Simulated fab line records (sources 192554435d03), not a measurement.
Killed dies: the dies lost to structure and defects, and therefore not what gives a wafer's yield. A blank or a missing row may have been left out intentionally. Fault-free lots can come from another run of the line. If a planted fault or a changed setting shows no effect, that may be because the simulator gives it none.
fab line records	flow n5-finfet
record lots=4	wafers=12	last-day=21
route steps=1938 shown BEOL_M2@857 BEOL_M4@1111 PASSIVATION@1936
lots that met no fault: from a run of the same line without faults
start-h: start of the lot's first displayed wafer, in hours after the record's first day	wait-h: hours since the lot's step before	" the same as in the row above	L1.1+2: several wafers, shown together as one row	- either no value or no given start	* or withheld: withheld	< > ~ a bound
route shown NAME@n: names a module that has steps shown in the file, with the first one's number in the route	usual: average and standard deviation across the fault-free wafers	same: alike in all rows	chamber/n: place in a boat	sites: readings site by site	_std_site: standard deviation of those values	_edge_site: inner sites' mean taken away from outer sites' mean	radius-mm: how far each site lies from the wafer's centre	mask NAME#n: copy n	behind: tool/chamber where the wafer was last shaped	hold: the reason the lot was held/the length of the hold in hours/how it ended	device: which transistor (n, p or np) failed to switch	end of line: tests run on the same wafers once the route is complete	a step with no rows: only its recipe	killed: not the wafer's yield, but the dies lost to structure and defects at the first sort	map: per-die view of a wafer (x killed, . not killed, _ where there is no die)
set.NAME: the run value of the setting; set.NAME@STEP: its run value at that earlier step	model.NAME: the simulator's own value behind a step, which no gauge read
lots at some steps of the route; a table a step, a row a wafer
services: from which hour (start-h, from the record's first day; less than 0 if before it) a tool's chamber was out of use, for how many hours, and why
## steps
# step N5_BEOL_M2_DESCUM_16
# recipe chemistry=O2	time-s=7	source-power-w=50	bias-power-w=20	pressure-mtorr=20	rf-frequency-hz=2.712e+07	temp-c=40	resist=CAR-EUV	o2-flow-sccm=225
# step N5_BEOL_M2_ETCH_74
# recipe chemistry=N2/H2	target=underlayer	target-depth-a=65	mask-material=CAR-EUV	time-s=5.2	ion-energy-ev=200	pressure-mtorr=30	source-w=840	bias-w=150	n2-flow-sccm=200	h2-flow-sccm=200	ends=cleared
# step N5_BEOL_M2_ETCH_63
# recipe chemistry=CF4	target=SiARC	target-depth-a=156	mask-material=CAR-EUV	time-s=26	ion-energy-ev=80	pressure-mtorr=40	source-w=545	bias-w=36	Ar_flow_sccm=100	cf4-flow-sccm=100	ends=cleared
# step N5_BEOL_M2_ETCH_64
# recipe chemistry=N2/H2	target=SOC	target-depth-a=750	overetch-a=225	mask-material=SiARC	temp-c=40	time-s=121.9	ion-energy-ev=200	pressure-mtorr=30	source-w=840	bias-w=150	n2-flow-sccm=200	h2-flow-sccm=200
# step N5_BEOL_M2_STRIP_65
# recipe chemistry=N2/H2	temp-c=40	n2-flow-sccm=200	h2-flow-sccm=200	rf-frequency-hz=6e+07
# step N5_BEOL_M2_STRIP_75
# recipe chemistry=N2/H2	temp-c=40	n2-flow-sccm=200	h2-flow-sccm=200	rf-frequency-hz=6e+07
# step N5_BEOL_M2_STRIP_66
# recipe chemistry=CF4	resist=SiARC	power-w=300	bias-power-w=75	pressure-mtorr=50	cf4-flow-sccm=150	rf-frequency-hz=6e+07
# step N5_BEOL_M2_HM_OPEN_17
# recipe chemistry=Cl2/BCl3	target-depth-a=200	overetch-a=60	target=TiN	mask-material=SOC	ion-energy-ev=150	pressure-mtorr=10	icp-w=1000	bias-w=126	Cl2_flow_sccm=53.25	bcl3-flow-sccm=21.75	Ar_flow_sccm=25
# step N5_BEOL_M2_STRIP_19
# recipe chemistry=O2	power-w=400	temp-c=40	pressure-mtorr=30	rf-frequency-hz=6e+07	bias-power-w=0	overash-fraction=0.2	o2-flow-sccm=225
# step N5_BEOL_M2_COAT_67
# recipe resist=SOC	temp-c=250	time-s=60	spin-rpm=1500	resist-thk-nm=60
# step N5_BEOL_M2_COAT_68
# recipe resist=SiARC	temp-c=220	time-s=60	spin-rpm=1500	resist-thk-nm=12
# usual spin-speed-rpm=1500.1/0.96
lot.wafer	tool	chamber	start-h	wait-h	spin-speed-rpm	model.SiARC_of_BEOL_M2_COAT_68.thk-nm
L780.1	litho-track-04	0	191.20	-	1499.8	12
L780.3	"	0	"	"	1500.1	12
L780.6	"	0	"	"	1497.6	12
L789.3	litho-track-04	0	232.66	-	1591.1	11.6
L789.4	"	0	"	"	1590.2	11.6
L789.5	"	0	"	"	1591.0	11.6
L792.1	litho-track-04	0	245.34	-	1591.2	11.6
L792.2	"	0	"	"	1591.7	11.6
L792.5	"	0	"	"	1591.8	11.6
L797.3	litho-track-02	0	271.99	-	1501.1	12
L797.4	"	0	"	"	1500.3	12
L797.5	"	0	"	"	1500.7	12
# step N5_BEOL_M2_COAT_76
# recipe resist=underlayer	temp-c=205	time-s=60	spin-rpm=1500	resist-thk-nm=5
# step N5_BEOL_M2_COAT_22
# recipe resist=CAR-EUV	spin-rpm=1500	resist-thk-nm=30
# step N5_BEOL_M2_EBR_24
# recipe solvent=PGMEA	ebr-width-mm=1.5
# step N5_BEOL_M2_SOFTBAKE_23
# recipe temp-c=110	time-s=60	resist=CAR-EUV
# step N5_BEOL_M2_EXPOSE_25
# recipe mask-id=V1	na=0.33	source-shape=quasar	sigma-inner=0.2	sigma-outer=0.8	polarization=unpolarized	defocus-nm=5	dose-mj=63
# step N5_BEOL_M2_PEB_26
# recipe peb-temp-c=100	peb-time-s=60	resist=CAR-EUV
# step N5_BEOL_M2_DEVELOP_27
# recipe develop-time-s=30	developer=TMAH	resist=CAR-EUV	rinse-liquid=surfactant-rinse	dry=air-spin	dev-temp-c=23
# step N5_BEOL_M2_DESCUM_33
# recipe chemistry=O2	time-s=7	source-power-w=50	bias-power-w=20	pressure-mtorr=20	rf-frequency-hz=2.712e+07	temp-c=40	resist=CAR-EUV	o2-flow-sccm=225
# step N5_BEOL_M2_ETCH_77
# recipe chemistry=N2/H2	target=underlayer	target-depth-a=65	mask-material=CAR-EUV	time-s=5.2	ion-energy-ev=200	pressure-mtorr=30	source-w=840	bias-w=150	n2-flow-sccm=200	h2-flow-sccm=200	ends=cleared
# step N5_BEOL_M2_ETCH_69
# recipe chemistry=CF4	target=SiARC	target-depth-a=156	mask-material=CAR-EUV	time-s=26	ion-energy-ev=80	pressure-mtorr=40	source-w=545	bias-w=36	Ar_flow_sccm=100	cf4-flow-sccm=100	ends=cleared
# usual drypump-motor-current-A=5.68/0.2	etch-rf-on-time-s=26.2/0.91	oes-product-au=0.68/0.075	rf-vpp-V=183.9/1.1	showerhead-plenum-p-Torr=2.13/0.063	throttle-valve-pct=15.65/0.2
lot.wafer	tool	chamber	start-h	wait-h	drypump-motor-current-A	etch-rf-on-time-s	oes-product-au	rf-hours-counter-h	rf-vpp-V	showerhead-plenum-p-Torr	throttle-valve-pct	model.etch.depth-nm
L780.1	rie-diel-03	2	191.66	0.0	5.93	27.3	0.62	174	185.5	2.21	15.67	12.04
L780.3	"	1	"	"	5.77	25.9	0.68	114	183.7	2.06	15.69	12.05
L780.6	"	0	"	"	5.52	25.5	0.61	-	184.1	2.11	15.65	12.02
L789.3	rie-diel-01	3	233.24	0.0	5.85	25.7	0.81	6	183.2	2.12	15.22	11.65
L789.4	"	1	"	"	5.54	24.9	0.70	89	184.9	2.24	15.65	11.63
L789.5	"	0	"	"	5.74	24.5	0.70	-	182.5	2.08	15.62	11.65
L792.1	rie-diel-04	2	245.81	0.0	5.40	25.1	0.83	5	185.3	2.19	15.32	11.66
L792.2	"	0	"	"	5.85	24.7	0.76	37	183.4	2.09	15.64	11.68
L792.5	"	2	"	"	5.39	25.1	0.83	-	184.3	2.19	15.32	11.64
L797.3	rie-diel-01	0	272.45	0.0	5.74	25.5	0.69	123	182.4	2.08	15.64	12.03
L797.4	"	3	"	"	5.85	26.3	0.78	17	183.5	2.11	15.26	11.97
L797.5	"	2	"	"	5.63	27.7	0.60	-	182.4	2.13	16.06	11.97
# step N5_BEOL_M2_ALD_98
# recipe material=SiO2	target-thk-a=25	temp-c=100	ald-precursor-family=BDEAS	ald-co-reactant=O2-plasma	pulse-time-s=1	co-reactant-pulse-time-s=1	purge-time-s=2	co-reactant-purge-time-s=2	ald-cycles=17	pressure-torr=2
# step N5_BEOL_M2_ETCHBACK_99
# recipe chemistry=CHF3	target=SiO2	target-depth-a=50	time-s=10.4	source-w=215	bias-w=47	Ar_flow_sccm=200	CHF3_flow_sccm=12	ion-energy-ev=100	pressure-mtorr=30
# usual drypump-motor-current-A=5.67/0.22	oes-product-au=0.80/0.088	rf-vpp-V=243/9	showerhead-plenum-p-Torr=2.14/0.064	throttle-valve-pct=17.10/0.24
lot.wafer	tool	chamber	start-h	wait-h	drypump-motor-current-A	oes-product-au	rf-hours-counter-h	rf-vpp-V	showerhead-plenum-p-Torr	throttle-valve-pct	model.CAR-EUV_of_BEOL_M2_COAT_22.thk-nm
L780.1	rie-diel-03	0	192.57	0.3	5.53	0.70	206	231	2.12	17.10	10.4
L780.3	"	1	"	"	5.78	0.79	114	230	2.08	17.24	10.2
L780.6	"	0	"	"	5.52	0.70	-	230	2.12	17.11	10.2
L789.3	rie-diel-03	0	265.57	32.0	5.55	0.69	232	230	2.11	17.15	10.8
L789.4	"	2	"	"	5.96	0.71	-	241	2.21	17.14	11
L789.5	"	0	"	"	5.54	0.69	-	231	2.11	17.15	10.8
L792.1	rie-diel-03	0	283.59	37.7	5.53	0.68	240	231	2.11	17.16	10.8
L792.2	"	2	"	"	5.94	0.70	207	240	2.21	17.16	10.8
L792.5	"	1	"	"	5.78	0.76	-	229	2.07	17.32	10.8
L797.3	rie-diel-04	3	317.18	42.7	5.25	0.69	211	247	2.19	17.37	10.2
L797.4	"	0	"	"	5.84	0.85	56	242	2.09	17.11	10.4
L797.5	"	1	"	"	5.90	0.88	-	245	2.07	16.72	10.4
# step N5_BEOL_M2_ETCH_70
# recipe chemistry=N2/H2	target=SOC	target-depth-a=800	overetch-a=240	mask-material=SiARC	temp-c=40	time-s=130	ion-energy-ev=200	pressure-mtorr=30	source-w=840	bias-w=150	n2-flow-sccm=200	h2-flow-sccm=200
# step N5_BEOL_M4_RC_MEAS_101
# usual DIBL_N=36.1/2.3	DIBL_P=36/3.2	IOFF_N=0.16/0.045	IOFF_P=0.21/0.049	ION_N=674/14	ION_P=462/8.4	SS_N=71.6/0.83	SS_P=73.2/0.87	VT_N=249/3.8	VT_P=-250/3.4
lot.wafer	tool	chamber	start-h	wait-h	DIBL_N[mV/V]	DIBL_P[mV/V]	IOFF_N[nA/um]	IOFF_P[nA/um]	ION_N[uA/um]	ION_P[uA/um]	SS_N[mV/dec]	SS_P[mV/dec]	VT_N[mV]	VT_P[mV]
L780.1	prober-02	0	280.71	0.0	32.6	32	0.12	0.16	670	459	70.0	71.6	252	-253
L780.3	"	0	"	"	35.1	33	0.14	0.17	670	456	71.6	72.4	250	-254
L780.6	"	0	"	"	34.9	34	0.15	0.18	674	462	71.7	73.2	247	-249
L792.1	prober-01	0	329.43	0.0	38.8	39	0.21	0.25	685	463	72.1	74.5	247	-249
L792.2	"	0	"	"	36.9	37	0.18	0.22	684	468	71.4	73.0	245	-251
L792.5	"	0	"	"	35.9	35	0.16	0.19	676	459	71.5	73.4	249	-253
L789.3	prober-02	0	345.12	0.3	35.7	35	0.15	0.21	677	469	71.4	73.9	248	-246
L789.4	"	0	"	"	35.0	34	0.14	0.19	658	451	71.9	72.7	248	-251
L789.5	"	0	"	"	35.6	35	0.14	0.22	662	462	72.0	74.3	248	-250
L797.3	prober-02	0	389.14	0.3	34.9	37	0.16	0.24	673	466	71.2	73.5	247	-246
L797.4	"	0	"	"	33.5	35	0.15	0.21	674	465	71.0	72.2	247	-249
L797.5	"	0	"	"	39.4	42	0.26	0.34	691	476	72.0	74.5	243	-242
# step N5_PASSIVATION_PROBE_49
# usual defect-limited-yield=90.9/1.6	killed_at_M0_to_M3=37/11	killed_at_M4_up=15/5.6	killed-at-contacts=13/6.4	killed-at-front-end=39/11	killed-at-other=4/3.1	killed-dies=107/19	killed-open=71/14	killed-short=34/7.8	sort_bin_5_function=5.3/1	sort_bin_6_memory=3.4/0.72	sort-n-pass=1072/20	sort-yield-pct=90.9/1.7
# same gross-dies=1180	killed-at-back-side=0	sort_bin_4_leakage[%]=0	sort_bin_8_speed[%]=0
lot.wafer	tool	chamber	start-h	wait-h	defect-limited-yield[%]	killed_at_M0_to_M3	killed_at_M4_up	killed-at-contacts	killed-at-front-end	killed-at-other	killed-dies	killed-open	killed-short	sort_bin_5_function[%]	sort_bin_6_memory[%]	sort-n-pass	sort-yield-pct[%]
L780.1	prober-01	-	376.86	0.0	91.2	29	17	24	32	2	104	67	30	4.7	3.9	1076	91.2
L780.3	prober-01	-	376.96	0.1	89.9	34	15	22	47	1	119	77	38	5.8	3.7	1061	89.9
L780.6	prober-01	-	377.11	0.3	91.9	30	13	17	35	1	96	53	37	4.9	3.0	1084	91.9
L792.1	prober-01	-	447.75	0.0	90.6	34	14	22	39	2	111	69	40	4.9	3.8	1069	90.6
L792.2	prober-01	-	447.80	0.1	93.2	26	8	14	27	5	80	55	24	3.5	3.0	1100	93.2
L792.5	prober-01	-	447.95	0.2	92.5	27	9	22	29	1	88	52	35	4.7	2.2	1092	92.5
L797.3	prober-02	-	496.27	0.1	91.1	32	18	16	30	9	105	78	24	5.0	3.6	1075	91.1
L797.4	prober-02	-	496.32	0.2	92.3	28	10	8	43	2	91	61	29	4.4	3.0	1089	92.3
L797.5	prober-02	-	496.37	0.2	90.2	50	13	11	32	10	116	75	40	5.6	3.8	1064	90.2
# killed by level:class
L780.1 MOL_CONTACT_COAG:geometric-particle:open=18 BEOL_M1:geometric-particle:open=11 GATE_CUT:geometric-particle:short=7 GATE_CUT:geometric-particle:open=6 MOL_CONTACT_COAG:geometric-particle:short=6 FIN_SAQP:geometric-particle:short=5 DUMMY_GATE:geometric-particle:open=5 FIN_SAQP:geometric-particle:open=4
L780.3 MOL_CONTACT_COAG:geometric-particle:open=18 BEOL_M1:geometric-particle:open=11 FIN_SAQP:geometric-particle:short=9 FIN_SAQP:geometric-particle:open=9 STI_FIN_REVEAL:geometric-particle:open=8 BEOL_M0_SAQP:geometric-particle:short=8 GATE_CUT:geometric-particle:short=6 BEOL_M3:geometric-particle:open=5
L780.6 MOL_CONTACT_COAG:geometric-particle:open=13 BEOL_M0_SAQP:geometric-particle:short=9 FIN_SAQP:geometric-particle:short=6 STI_FIN_REVEAL:geometric-particle:open=5 GATE_CUT:geometric-particle:short=5 BEOL_M0_SAQP:geometric-particle:open=5 BEOL_M1:geometric-particle:open=5 FIN_SAQP:geometric-particle:open=4
L792.1 MOL_CONTACT_COAG:geometric-particle:open=14 FIN_SAQP:geometric-particle:open=10 BEOL_M0_SAQP:geometric-particle:open=9 BEOL_M1:geometric-particle:open=8 FIN_SAQP:geometric-particle:short=7 MOL_CONTACT_COAG:geometric-particle:short=7 BEOL_M4:geometric-particle:open=6 BEOL_M0_SAQP:geometric-particle:short=5
L792.2 MOL_CONTACT_COAG:geometric-particle:open=10 STI_FIN_REVEAL:geometric-particle:open=7 BEOL_M0_SAQP:geometric-particle:open=7 BEOL_M4:geometric-particle:open=7 GATE_CUT:geometric-particle:open=6 BEOL_M2:geometric-particle:open=5 BEOL_M0_SAQP:geometric-particle:short=4 MOL_CONTACT_COAG:geometric-particle:short=3
L792.5 MOL_CONTACT_COAG:geometric-particle:open=16 BEOL_M0_SAQP:geometric-particle:short=8 BEOL_M3:geometric-particle:open=7 STI_FIN_REVEAL:geometric-particle:open=6 DUMMY_GATE:geometric-particle:open=5 MOL_CONTACT_COAG:geometric-particle:short=5 DUMMY_GATE:geometric-particle:short=4 BEOL_M0_SAQP:geometric-particle:open=4
L797.3 MOL_CONTACT_COAG:geometric-particle:open=13 BEOL_M0_SAQP:geometric-particle:open=9 BEOL_M0:geometric-particle:open=7 BEOL_M4:geometric-particle:open=6 MIM_TOP_ETCH:geometric-particle:open=6 BEOL_M3:geometric-particle:open=5 STI_FIN_REVEAL:geometric-particle:open=4 ILD0:geometric-particle:open=4
L797.4 STI_FIN_REVEAL:geometric-particle:open=8 BEOL_M0_SAQP:geometric-particle:open=7 FIN_SAQP:geometric-particle:short=6 MOL_CONTACT_COAG:geometric-particle:open=6 DUMMY_GATE:geometric-particle:open=5 GATE_CUT:geometric-particle:short=5 BEOL_M0_SAQP:geometric-particle:short=5 BEOL_M3:geometric-particle:open=5
L797.5 BEOL_M2:geometric-particle:open=12 STI_FIN_REVEAL:geometric-particle:open=11 BEOL_M0_SAQP:geometric-particle:short=11 BEOL_M0_SAQP:geometric-particle:open=10 MOL_CONTACT_COAG:geometric-particle:open=8 BEOL_M3:geometric-particle:open=8 FIN_SAQP:geometric-particle:open=6 FIN_SAQP:geometric-particle:short=5
## services
tool	chamber	start-h	hours	kind
rie-diel-01	3	191.56	-	clean
rie-diel-01	3	191.56	-	consumable-replace:focus-ring
rie-diel-01	3	191.56	22.6	scheduled-down
rie-diel-01	3	191.56	22.6	vent-cycle
rie-diel-03	0	206.78	4.0	repair
rie-diel-04	2	209.91	-	clean
rie-diel-04	2	209.91	-	consumable-replace:focus-ring
rie-diel-04	2	209.91	14.3	scheduled-down
rie-diel-04	2	209.91	14.3	vent-cycle
rie-diel-03	2	238.86	1.8	repair
rie-diel-03	3	254.51	19.3	repair
rie-diel-03	3	289.92	5.3	repair
rie-diel-04	0	298.90	4.3	repair
rie-diel-03	0	309.46	-	clean
rie-diel-03	0	309.46	-	consumable-replace:focus-ring
rie-diel-03	0	309.46	30.7	scheduled-down
rie-diel-03	0	309.46	30.7	vent-cycle
## key
first-sign step=N5_BEOL_M2_COAT_68	reading=spin-speed-rpm	direction=up	sigmas=95	usual=*	struck=*
effect none on later readings
model-effect step=N5_BEOL_M2_COAT_68	value=SiARC_of_BEOL_M2_COAT_68.thk-nm	without=12	struck=11.6
model-effect step=N5_BEOL_M2_ETCH_69	value=etch.depth-nm	without=12	struck=11.65
model-effect step=N5_BEOL_M2_ETCHBACK_99	value=CAR-EUV_of_BEOL_M2_COAT_22.thk-nm	without=10.5	struck=10.83
met-at N5_BEOL_M2_COAT_68
struck-wafers L789.3,L789.4,L789.5,L792.1,L792.2,L792.5
onset-between 191.20 232.66
fault kind=process-parameter-drift	tool=litho-track-04	chamber=-	onset-h=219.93	steps=N5_BEOL_M2_COAT_68	channel=spin-rpm	offset=*	shape=step	end-h=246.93	acts-in=*	stated=*
